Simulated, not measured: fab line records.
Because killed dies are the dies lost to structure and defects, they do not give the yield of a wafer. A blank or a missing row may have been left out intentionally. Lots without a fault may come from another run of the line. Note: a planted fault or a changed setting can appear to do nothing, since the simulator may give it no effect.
fab line records	flow n5_finfet
record lots=8	wafers=24	last_day=17
route steps=1938 shown BEOL_M4@1111 BEOL_M6@1228 PASSIVATION@1936
lots that met no fault: taken from a fault-free run of the same line
start_h: hours from the record's first day to the start of the lot's first wafer shown	wait_h: hours elapsed since this lot's preceding step	" identical to the entry in the row above	L1.1+2: a row that stands for several wafers	- no value, or no start given	* or withheld: withheld	< > ~ a bound
route shown NAME@n: a module of which the file shows steps, and the number in the route of the first	usual: mean and standard deviation over wafers with no fault	same: alike in all rows	chamber/n: place in a boat	sites: per-site readings	_std_site: their standard deviation	_edge_site: the outer-site mean with the inner-site mean subtracted	radius_mm: how far each site lies from the wafer's centre	mask NAME#n: copy n	behind: the last tool/chamber to shape the wafer	hold: why the lot went on hold/how many hours it stayed there/how the hold came to an end	device: whichever transistor did not switch (one of n, p or np)	end of line: the tests these same wafers got at the end of their route	a step without rows: its recipe alone	killed: dies that structure and defects cost at the first sort, which is not the same as the wafer's yield	map: shows each die of a wafer: x if killed, . if not, _ if none is there
set.NAME: the setting that was run; set.NAME@STEP: the one run at that earlier step	model.NAME: the simulator's own value behind a step, which no gauge read
steps of the route over a sample of lots; a table a step, a row a wafer
services: when a tool's chamber went out of use (start_h, in hours from the record's first day, below 0 if earlier), for how many hours, and the reason
## steps
# step N5_BEOL_M4_RC_MEAS_101
# usual DIBL_N=36.4/1.5	DIBL_P=35.8/1.7	IOFF_N=0.154/0.022	IOFF_P=0.21/0.031	ION_N=672/8.8	ION_P=462/7.2	SS_N=71.5/0.53	SS_P=73.2/0.62	VT_N=250.4/2.5	VT_P=-250/3.5
lot.wafer	tool	chamber	start_h	wait_h	DIBL_N[mV/V]	DIBL_P[mV/V]	IOFF_N[nA/um]	IOFF_P[nA/um]	ION_N[uA/um]	ION_P[uA/um]	SS_N[mV/dec]	SS_P[mV/dec]	VT_N[mV]	VT_P[mV]
L647.3	prober-02	0	246.72	0.3	39.8	39.2	0.216	0.27	676	465	72.6	75.1	247.0	-246
L647.4	"	0	"	"	39.0	38.7	0.187	0.26	681	469	72.3	74.7	247.1	-246
L647.6	"	0	"	"	37.7	37.4	0.174	0.23	677	469	71.6	74.1	245.2	-249
L642.4	prober-01	0	247.67	0.7	36.3	37.0	0.138	0.22	667	464	70.6	72.6	252.3	-249
L642.5	"	0	"	"	36.8	37.3	0.147	0.22	666	465	71.3	73.3	250.6	-247
L642.6	"	0	"	"	36.4	37.7	0.150	0.22	674	465	71.2	73.1	250.0	-245
L646.4	prober-02	0	252.37	0.5	36.7	36.6	0.148	0.18	672	453	72.1	73.4	252.0	-254
L646.5	"	0	"	"	34.8	34.5	0.118	0.16	642	444	71.1	72.6	254.9	-255
L646.6	"	0	"	"	37.6	37.8	0.172	0.20	685	465	71.5	74.0	248.0	-252
L650.1	prober-02	0	282.94	0.0	33.1	33.4	0.123	0.19	674	468	70.9	72.5	250.5	-251
L650.3	"	0	"	"	35.5	35.7	0.154	0.22	674	465	71.4	73.0	248.8	-247
L650.6	"	0	"	"	35.6	35.9	0.161	0.23	662	465	71.3	72.5	248.0	-248
L649.1	prober-01	0	283.14	0.0	35.9	36.6	0.159	0.20	665	456	72.0	73.6	249.8	-255
L649.4	"	0	"	"	34.9	36.3	0.158	0.21	678	465	70.8	73.4	247.3	-250
L649.6	"	0	"	"	35.6	36.3	0.160	0.20	676	460	71.3	73.5	253.7	-251
L652.4	prober-01	0	287.26	0.5	35.4	35.9	0.148	0.21	682	465	70.6	73.6	249.6	-249
L652.5	"	0	"	"	38.2	39.0	0.212	0.28	695	480	71.5	73.9	244.6	-244
L652.6	"	0	"	"	38.8	39.3	0.219	0.29	686	467	71.9	73.8	246.8	-241
L654.2	prober-02	0	298.81	0.2	37.2	35.3	0.141	0.22	680	470	71.4	73.5	252.1	-248
L654.5	"	0	"	"	37.7	34.9	0.142	0.21	670	466	72.1	73.7	253.4	-249
L654.6	"	0	"	"	37.4	35.7	0.142	0.22	664	467	72.1	73.2	253.2	-247
L656.1	prober-01	0	300.84	0.0	35.1	33.8	0.138	0.20	674	470	71.1	72.7	249.0	-247
L656.2	"	0	"	"	36.8	36.1	0.174	0.25	677	461	72.0	73.0	248.0	-247
L656.3	"	0	"	"	36.6	35.9	0.166	0.23	688	474	71.8	73.3	248.0	-248
# step N5_BEOL_M6_OVL_MEAS_29
# recipe points_per_wafer=522
# usual V5_OVL=-0.1/0.74
lot.wafer	tool	chamber	start_h	wait_h	V5_OVL[nm]
L647.3	overlay-02	0	264.99	0.0	0.5
L647.4	"	0	"	"	0.6
L647.6	"	0	"	"	0.6
L642.4	overlay-02	0	266.84	0.0	1.2
L642.5	"	0	"	"	1.2
L642.6	"	0	"	"	0.9
L646.4	overlay-02	0	268.77	0.0	-0.7
L646.5	"	0	"	"	-0.2
L646.6	"	0	"	"	-0.5
L649.1	overlay-01	0	300.56	0.0	-0.1
L649.4	"	0	"	"	-0.4
L649.6	"	0	"	"	0.5
L650.1	overlay-01	0	300.73	0.0	0.0
L650.3	"	0	"	"	-0.1
L650.6	"	0	"	"	-0.2
L652.4	overlay-02	0	310.82	0.0	-0.4
L652.5	"	0	"	"	-1.4
L652.6	"	0	"	"	-0.7
L654.2	overlay-01	0	317.51	0.0	1.5
L654.5	"	0	"	"	-0.1
L654.6	"	0	"	"	0.0
L656.1	overlay-01	0	321.53	0.0	0.9
L656.2	"	0	"	"	-0.4
L656.3	"	0	"	"	0.2
# step N5_BEOL_M6_ETCH_66
# recipe chemistry=N2/H2	target=SOC	target_depth_a=800	overetch_a=160	mask_material=SiARC	temp_c=40	time_s=120	ion_energy_ev=200	pressure_mtorr=30	source_w=840	bias_w=150	n2_flow_sccm=200	h2_flow_sccm=200
# usual bias_w=150.0/0.48	chamber_pressure_mTorr=30.000/0.024	drypump_motor_current_A=5.7/0.42	oes_product_au=0.61/0.061	rf_fwd_power_W=834.8/2.9	rf_vpp_V=525/3.2	showerhead_plenum_p_Torr=2.57/0.12	throttle_valve_pct=17.90/0.22
lot.wafer	tool	chamber	start_h	wait_h	bias_w	chamber_pressure_mTorr	drypump_motor_current_A	oes_product_au	rf_fwd_power_W	rf_hours_counter_h	rf_vpp_V	showerhead_plenum_p_Torr	throttle_valve_pct
L647.3	rie_diel-01	3	265.15	0.0	149.4	29.989	5.6	0.66	837.2	39	527	2.59	17.77
L647.4	"	1	"	"	150.0	30.008	5.3	0.59	841.4	162	520	2.44	18.11
L647.6	"	0	"	"	150.4	30.031	5.0	0.75	832.7	-	528	2.72	17.53
L642.4	rie_diel-01	2	266.99	0.0	150.3	29.969	4.9	0.54	835.2	212	517	2.32	18.10
L642.5	"	2	"	"	150.0	30.010	4.9	0.54	838.3	-	518	2.31	18.11
L642.6	"	1	"	"	149.7	30.033	5.3	0.58	835.9	-	520	2.44	18.10
L646.4	rie_diel-06	3	268.95	0.0	149.8	30.002	6.3	0.66	831.0	65	523	2.47	17.63
L646.5	"	0	"	"	150.2	29.922	5.7	0.61	837.1	-	526	2.67	17.76
L646.6	"	3	"	"	150.3	30.017	6.3	0.65	827.2	-	521	2.47	17.62
L649.1	rie_diel-01	3	300.73	0.0	150.6	29.976	5.6	0.65	833.6	50	525	2.58	17.77
L649.4	"	0	"	"	149.5	30.004	5.0	0.72	839.5	15	529	2.72	17.57
L649.6	"	2	"	"	150.1	29.991	4.9	0.54	838.2	-	518	2.31	18.13
L650.1	rie_diel-01	1	301.17	0.0	149.2	30.007	5.3	0.57	832.1	173	520	2.43	18.13
L650.3	"	3	"	"	149.6	29.992	5.6	0.65	839.4	51	526	2.58	17.80
L650.6	"	2	"	"	149.8	29.953	4.9	0.54	835.7	-	516	2.31	18.13
L652.4	rie_diel-01	0	311.27	0.0	150.3	29.995	5.0	0.71	832.8	18	528	2.71	17.56
L652.5	"	0	"	"	150.5	29.995	5.0	0.72	833.7	-	529	2.71	17.56
L652.6	"	1	"	"	150.2	30.029	5.3	0.57	833.6	-	521	2.43	18.12
L654.2	rie_diel-06	1	317.68	0.0	149.5	30.008	6.3	0.67	835.4	45	529	2.69	17.95
L654.5	"	3	"	"	150.2	29.976	6.3	0.63	830.9	-	521	2.46	17.64
L654.6	"	0	"	"	149.7	30.024	5.6	0.60	837.1	-	527	2.66	17.79
L656.1	rie_diel-01	3	322.18	0.0	149.9	29.989	5.6	0.64	836.0	58	525	2.58	17.80
L656.2	"	0	"	"	150.7	30.016	5.1	0.71	834.2	22	529	2.71	17.55
L656.3	"	1	"	"	149.9	30.004	5.3	0.57	835.5	180	521	2.43	18.12
# step N5_BEOL_M6_STRIP_36
# recipe chemistry=N2/H2	power_w=450	temp_c=40	pressure_mtorr=20	rf_frequency_hz=6e+07	overash_fraction=0.3	bias_power_w=7	h2_frac=0.5	n2_flow_sccm=200	h2_flow_sccm=200
# usual drypump_motor_current_A=5.7/0.42	oes_product_au=0.80/0.082	rf_vpp_V=59.3/1.7	showerhead_plenum_p_Torr=2.57/0.12	throttle_valve_pct=23.74/0.23
# same overash_fraction=0.3
lot.wafer	tool	chamber	start_h	wait_h	drypump_motor_current_A	oes_product_au	rf_hours_counter_h	rf_vpp_V	showerhead_plenum_p_Torr	throttle_valve_pct
L647.3	rie_diel-01	3	265.30	0.0	5.5	0.86	39	62.4	2.59	23.66
L647.4	"	1	"	"	5.3	0.75	162	58.6	2.43	23.97
L647.6	"	0	"	"	5.0	0.99	-	59.3	2.72	23.38
L642.4	rie_diel-01	2	267.14	0.0	4.9	0.71	212	59.3	2.31	23.96
L642.5	"	2	"	"	4.9	0.70	-	63.1	2.31	23.99
L642.6	"	1	"	"	5.3	0.76	-	58.2	2.43	23.96
L646.4	rie_diel-06	3	269.10	0.0	6.3	0.85	65	59.3	2.47	23.41
L646.5	"	0	"	"	5.6	0.80	-	59.7	2.66	23.56
L646.6	"	3	"	"	6.3	0.86	-	57.9	2.47	23.45
L649.1	rie_diel-01	3	300.88	0.0	5.6	0.86	50	61.1	2.58	23.64
L649.4	"	0	"	"	5.0	0.95	15	60.5	2.71	23.42
L649.6	"	2	"	"	4.9	0.70	-	58.2	2.31	24.00
L650.1	rie_diel-01	1	301.32	0.0	5.3	0.74	174	55.5	2.43	23.98
L650.3	"	3	"	"	5.6	0.84	51	59.3	2.58	23.64
L650.6	"	2	"	"	4.9	0.69	-	55.6	2.31	24.00
L652.4	rie_diel-01	0	311.43	0.0	5.0	0.93	18	58.5	2.71	23.38
L652.5	"	0	"	"	5.0	0.93	-	60.4	2.71	23.38
L652.6	"	1	"	"	5.3	0.76	-	57.8	2.43	23.99
L654.2	rie_diel-06	1	317.83	0.0	6.3	0.89	45	57.9	2.69	23.90
L654.5	"	3	"	"	6.3	0.83	-	57.6	2.46	23.47
L654.6	"	0	"	"	5.6	0.79	-	61.5	2.65	23.61
L656.1	rie_diel-01	3	322.33	0.0	5.6	0.82	58	59.7	2.58	23.66
L656.2	"	0	"	"	5.0	0.94	22	57.6	2.71	23.45
L656.3	"	1	"	"	5.3	0.74	180	58.2	2.42	23.99
# step N5_BEOL_M6_TRENCH_ETCH_37
# recipe chemistry=C4F6/O2	target_depth_a=944.35	target=SiCOH_lowk	time_s=31.5	ion_energy_ev=250	pressure_mtorr=30	source_w=345	bias_w=185	Ar_flow_sccm=300	C4F6_flow_sccm=10	O2_flow_sccm=10
# usual C4F6_flow_sccm=10.001/0.029	O2_flow_sccm=10.00/0.031	drypump_motor_current_A=5.7/0.42	oes_product_au=0.80/0.083	rf_fwd_power_W=339.6/1.9	rf_vpp_V=667/4.9	showerhead_plenum_p_Torr=2.88/0.12	throttle_valve_pct=21.00/0.22
lot.wafer	tool	chamber	start_h	wait_h	C4F6_flow_sccm	O2_flow_sccm	drypump_motor_current_A	oes_product_au	rf_fwd_power_W	rf_hours_counter_h	rf_vpp_V	showerhead_plenum_p_Torr	throttle_valve_pct
L647.3	rie_diel-01	3	265.34	-	-	-	-	-	-	-	-	-	-
L647.4	"	1	"	"	-	-	-	-	-	-	-	-	-
L647.6	"	0	"	"	-	-	-	-	-	-	-	-	-
L642.4	rie_diel-01	2	267.18	-	-	-	-	-	-	-	-	-	-
L642.5	"	2	"	"	-	-	-	-	-	-	-	-	-
L642.6	"	1	"	"	-	-	-	-	-	-	-	-	-
L646.4	rie_diel-06	3	269.14	-	-	-	-	-	-	-	-	-	-
L646.5	"	0	"	"	-	-	-	-	-	-	-	-	-
L646.6	"	3	"	"	-	-	-	-	-	-	-	-	-
L649.1	rie_diel-01	3	300.92	-	10.009	10.00	5.6	0.84	341.7	51	664	2.90	20.95
L649.4	"	0	"	"	10.025	10.02	5.0	0.94	341.7	15	673	3.01	20.61
L649.6	"	2	"	"	10.083	9.98	4.9	0.70	340.9	-	655	2.61	21.23
L650.1	rie_diel-01	1	301.36	-	9.949	9.99	5.3	0.74	340.5	174	658	2.73	21.19
L650.3	"	3	"	"	10.008	9.99	5.6	0.84	342.0	51	663	2.90	20.95
L650.6	"	2	"	"	9.975	9.97	4.9	0.70	343.1	-	657	2.61	21.22
L652.4	rie_diel-01	0	311.47	-	9.995	10.00	5.0	0.95	342.6	18	673	3.01	20.62
L652.5	"	0	"	"	9.968	10.02	5.0	0.93	341.3	-	672	3.01	20.59
L652.6	"	1	"	"	9.965	9.95	5.3	0.74	339.4	-	659	2.73	21.18
L654.2	rie_diel-06	1	317.87	-	10.010	9.98	6.3	0.87	340.2	45	667	3.01	21.08
L654.5	"	3	"	"	9.986	10.02	6.3	0.83	338.8	-	673	2.77	20.82
L654.6	"	0	"	"	9.977	9.97	5.6	0.78	338.7	-	667	2.98	20.95
L656.1	rie_diel-01	3	322.37	-	10.041	10.00	5.6	0.83	341.7	58	665	2.89	20.96
L656.2	"	0	"	"	10.039	9.96	5.0	0.93	341.7	22	673	3.01	20.61
L656.3	"	1	"	"	10.041	10.06	5.3	0.73	338.8	180	658	2.72	21.18
# step N5_BEOL_M6_OCD_MEAS_38
# usual trench_depth_nm=94.1/1.1
lot.wafer	tool	chamber	start_h	wait_h	trench_depth_nm
L647.3	ocd-02	-	265.50	-	0
L647.4	"	-	"	"	0
L647.6	"	-	"	"	0.3
L642.4	ocd-02	-	267.35	-	0.8
L642.5	"	-	"	"	0
L642.6	"	-	"	"	0.5
L646.4	ocd-02	-	269.30	-	0.1
L646.5	"	-	"	"	0
L646.6	"	-	"	"	0.4
L649.1	ocd-02	-	301.08	-	94.0
L649.4	"	-	"	"	94.9
L649.6	"	-	"	"	93.5
L650.1	ocd-01	-	301.51	-	92.9
L650.3	"	-	"	"	93.0
L650.6	"	-	"	"	93.3
L652.4	ocd-02	-	311.62	-	95.1
L652.5	"	-	"	"	95.3
L652.6	"	-	"	"	91.9
L654.2	ocd-02	-	318.02	-	94.8
L654.5	"	-	"	"	94.4
L654.6	"	-	"	"	93.0
L656.1	ocd-02	-	322.53	-	94.1
L656.2	"	-	"	"	95.8
L656.3	"	-	"	"	92.2
# step N5_PASSIVATION_PROBE_49
# usual defect_limited_yield=91.5/1.4	killed_at_M0_to_M3=32/9.8	killed_at_M4_up=13/5.3	killed_at_contacts=13/6.4	killed_at_front_end=39/10	killed_at_other=3.1/2.5	killed_dies=100/17	killed_on_rim=13/3.9	killed_open=65/13	killed_short=33/7.7	sort_bin_5_function=5.0/0.93	sort_bin_6_memory=3.2/0.69	sort_n_pass=1080/17	sort_yield_pct=91.5/1.4
# same gross_dies=1180	killed_at_back_side=0	sort_bin_4_leakage[%]=0	sort_bin_8_speed[%]=0
lot.wafer	tool	chamber	start_h	wait_h	defect_limited_yield[%]	killed_at_M0_to_M3	killed_at_M4_up	killed_at_contacts	killed_at_front_end	killed_at_other	killed_dies	killed_on_rim	killed_open	killed_short	sort_bin_5_function[%]	sort_bin_6_memory[%]	sort_n_pass	sort_yield_pct[%]
L647.3	prober-02	-	356.52	0.1	0	27	1102	8	35	8	1180	152	56	28	96.5	3.2	0	0
L647.4	prober-02	-	356.57	0.2	0	37	1089	11	34	9	1180	152	65	38	96.5	3.3	0	0
L647.6	prober-02	-	356.67	0.3	0	36	1101	14	23	6	1180	152	52	37	97.0	2.6	0	0
L646.4	prober-02	-	360.07	0.2	0	20	1084	16	56	4	1180	152	65	47	96.1	3.1	0	0
L646.5	prober-02	-	360.12	0.2	0	23	1106	16	33	2	1180	152	55	24	97.2	2.6	0	0
L646.6	prober-02	-	360.17	0.3	0	31	1093	6	48	2	1180	152	69	27	96.4	3.6	0	0
L642.4	prober-01	-	361.41	0.2	0	43	1080	20	36	1	1180	152	72	41	96.4	3.3	0	0
L642.5	prober-01	-	361.46	0.2	0	35	1054	38	52	1	1180	152	105	34	95.8	3.6	0	0
L642.6	prober-01	-	361.51	0.3	0	30	1079	27	43	1	1180	152	82	31	96.6	2.8	0	0
L650.1	prober-01	-	398.95	0.0	93.6	27	10	3	32	3	75	12	53	20	3.6	2.5	1105	93.6
L650.3	prober-01	-	399.05	0.1	92.3	25	19	11	34	2	91	12	50	36	5.1	2.5	1089	92.3
L650.6	prober-01	-	399.20	0.3	91.4	29	18	8	43	3	101	12	65	36	5.2	3.3	1079	91.4
L652.4	prober-02	-	401.38	0.2	90.9	21	17	15	51	3	107	19	76	31	5.8	3.1	1073	90.9
L652.5	prober-02	-	401.43	0.2	92.0	19	14	12	45	4	94	14	65	26	5.3	2.2	1086	92.0
L652.6	prober-02	-	401.48	0.3	92.2	29	10	12	40	1	92	14	67	25	4.4	3.1	1088	92.2
# killed by level:class
L647.3 BEOL_M6:area_etch=1096 FIN_SAQP:geometric_particle:open=8 BEOL_M0_SAQP:geometric_particle:open=8 BEOL_M2:geometric_particle:open=7 MOL_CONTACT_COAG:geometric_particle:open=6 DUMMY_GATE:geometric_particle:open=4 BEOL_M0_SAQP:geometric_particle:short=4 BEOL_M3:geometric_particle:open=4
L647.4 BEOL_M6:area_etch=1077 BEOL_M0_SAQP:geometric_particle:short=11 FIN_SAQP:geometric_particle:short=10 MOL_CONTACT_COAG:geometric_particle:open=9 BEOL_M0_SAQP:geometric_particle:open=7 FIN_SAQP:geometric_particle:open=5 BEOL_M3:geometric_particle:open=5 DUMMY_GATE:geometric_particle:open=4
L647.6 BEOL_M6:area_etch=1090 BEOL_M0_SAQP:geometric_particle:short=13 MOL_CONTACT_COAG:geometric_particle:open=8 BEOL_M1:geometric_particle:open=8 BEOL_M4:geometric_particle:open=6 FIN_SAQP:geometric_particle:short=5 MOL_CONTACT_COAG:geometric_particle:short=5 BEOL_M0_SAQP:geometric_particle:open=5
L646.4 BEOL_M6:area_etch=1068 FIN_SAQP:geometric_particle:short=12 MOL_CONTACT_COAG:geometric_particle:open=10 FIN_SAQP:geometric_particle:open=9 STI_FIN_REVEAL:geometric_particle:open=9 GATE_CUT:geometric_particle:short=7 MOL_CONTACT_COAG:geometric_particle:short=6 BEOL_M3:geometric_particle:short=5
L646.5 BEOL_M6:area_etch=1101 MOL_CONTACT_COAG:geometric_particle:open=13 STI_FIN_REVEAL:geometric_particle:open=8 BEOL_M0_SAQP:geometric_particle:short=8 FIN_SAQP:geometric_particle:open=7 BEOL_M0_SAQP:geometric_particle:open=5 BEOL_M2:geometric_particle:open=4 DUMMY_GATE:geometric_particle:open=3
L646.6 BEOL_M6:area_etch=1084 FIN_SAQP:geometric_particle:open=14 FIN_SAQP:geometric_particle:short=9 BEOL_M3:geometric_particle:open=9 STI_FIN_REVEAL:geometric_particle:open=8 BEOL_M0_SAQP:geometric_particle:short=7 MOL_CONTACT_COAG:geometric_particle:open=6 DUMMY_GATE:geometric_particle:open=5
L642.4 BEOL_M6:area_etch=1066 MOL_CONTACT_COAG:geometric_particle:open=15 BEOL_M2:geometric_particle:open=14 FIN_SAQP:geometric_particle:short=9 BEOL_M0_SAQP:geometric_particle:open=8 BEOL_M0_SAQP:geometric_particle:short=7 FIN_SAQP:geometric_particle:open=6 STI_FIN_REVEAL:geometric_particle:open=6
L642.5 BEOL_M6:area_etch=1040 MOL_CONTACT_COAG:geometric_particle:open=32 STI_FIN_REVEAL:geometric_particle:open=14 FIN_SAQP:geometric_particle:open=12 BEOL_M2:geometric_particle:open=11 BEOL_M3:geometric_particle:open=10 FIN_SAQP:geometric_particle:short=9 MOL_CONTACT_COAG:geometric_particle:short=6
L642.6 BEOL_M6:area_etch=1067 MOL_CONTACT_COAG:geometric_particle:open=23 STI_FIN_REVEAL:geometric_particle:open=11 FIN_SAQP:geometric_particle:open=9 BEOL_M3:geometric_particle:open=7 BEOL_M6:geometric_particle:open=7 GATE_CUT:geometric_particle:short=6 BEOL_M0_SAQP:geometric_particle:short=6
L650.1 BEOL_M2:geometric_particle:open=8 STI_FIN_REVEAL:geometric_particle:open=7 STARTING-WAFER:geometric_particle:short=7 BEOL_M1:geometric_particle:open=6 BEOL_M3:geometric_particle:open=5 FIN_SAQP:geometric_particle:open=4 GATE_CUT:geometric_particle:open=3 BEOL_M4:geometric_particle:open=3
L650.3 MOL_CONTACT_COAG:geometric_particle:open=10 BEOL_M0_SAQP:geometric_particle:short=6 BEOL_M4:geometric_particle:open=6 GATE_CUT:geometric_particle:open=5 GATE_CUT:geometric_particle:short=5 BEOL_M0_SAQP:geometric_particle:open=5 BEOL_M2:geometric_particle:open=4 FIN_SAQP:geometric_particle:open=3
L650.6 STI_FIN_REVEAL:geometric_particle:open=11 BEOL_M2:geometric_particle:open=9 FIN_SAQP:geometric_particle:open=8 MOL_CONTACT_COAG:geometric_particle:open=7 BEOL_M3:geometric_particle:open=7 FIN_SAQP:geometric_particle:short=5 GATE_CUT:geometric_particle:short=5 BEOL_M2:geometric_particle:short=5
L652.4 FIN_SAQP:geometric_particle:open=20 MOL_CONTACT_COAG:geometric_particle:open=9 FIN_SAQP:geometric_particle:short=6 MOL_CONTACT_COAG:geometric_particle:short=6 BEOL_M5:geometric_particle:open=6 STI_FIN_REVEAL:geometric_particle:open=4 BEOL_M4:geometric_particle:open=4 BEOL_M1:geometric_particle:open=4
L652.5 FIN_SAQP:geometric_particle:open=11 MOL_CONTACT_COAG:geometric_particle:open=10 BEOL_M4:geometric_particle:open=8 STI_FIN_REVEAL:geometric_particle:open=6 FIN_SAQP:geometric_particle:short=5 BEOL_M0_SAQP:geometric_particle:open=5 BEOL_M0_SAQP:geometric_particle:short=5 SPACER0:geometric_particle:open=4
L652.6 FIN_SAQP:geometric_particle:open=16 MOL_CONTACT_COAG:geometric_particle:open=12 BEOL_M2:geometric_particle:open=8 FIN_SAQP:geometric_particle:short=7 BEOL_M0_SAQP:geometric_particle:short=6 DUMMY_GATE:geometric_particle:open=4 SPACER0:geometric_particle:short=4 BEOL_M0:geometric_particle:open=4
## services
tool	chamber	start_h	hours	kind
rie_diel-06	0	243.05	2.5	repair
rie_diel-06	1	298.54	10.2	repair
rie_diel-06	2	308.72	-	clean
rie_diel-06	2	308.72	-	consumable_replace:focus_ring
rie_diel-06	2	308.72	27.9	scheduled_down
rie_diel-06	2	308.72	27.9	vent_cycle
## key
first_sign step=N5_BEOL_M6_TRENCH_ETCH_37	reading=tool_record	direction=missing
effect step=N5_BEOL_M6_OCD_MEAS_38	reading=trench_depth_nm	direction=down	sigmas=82	usual=94.1	struck=0.2
effect step=N5_PASSIVATION_PROBE_49	reading=killed_at_M4_up	direction=up	sigmas=99+	usual=13	struck=1088
more_kills_born_at N5_BEOL_M6_TRENCH_ETCH_37@rie_diel-01=6436	N5_BEOL_M6_TRENCH_ETCH_37@rie_diel-06=3253
met_at N5_BEOL_M6_TRENCH_ETCH_37
struck_lots L642,L646,L647
later_rows_left_out L642.4,L642.5,L642.6,L646.4,L646.5,L646.6,L647.3,L647.4,L647.6
not_acting_at N5_BEOL_M6_OVL_MEAS_29,N5_BEOL_M6_ETCH_66,N5_BEOL_M6_STRIP_36
fault kind=skipped_step_whole	tool=rie_diel-01,rie_diel-06	chamber=-	onset_h=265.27	steps=N5_BEOL_M6_TRENCH_ETCH_37	scope=struck_lots_only
# later_rows_left_out: the simulator's readings of these wafers behind a module that went badly wrong aren't trusted and aren't shown, but for the sort
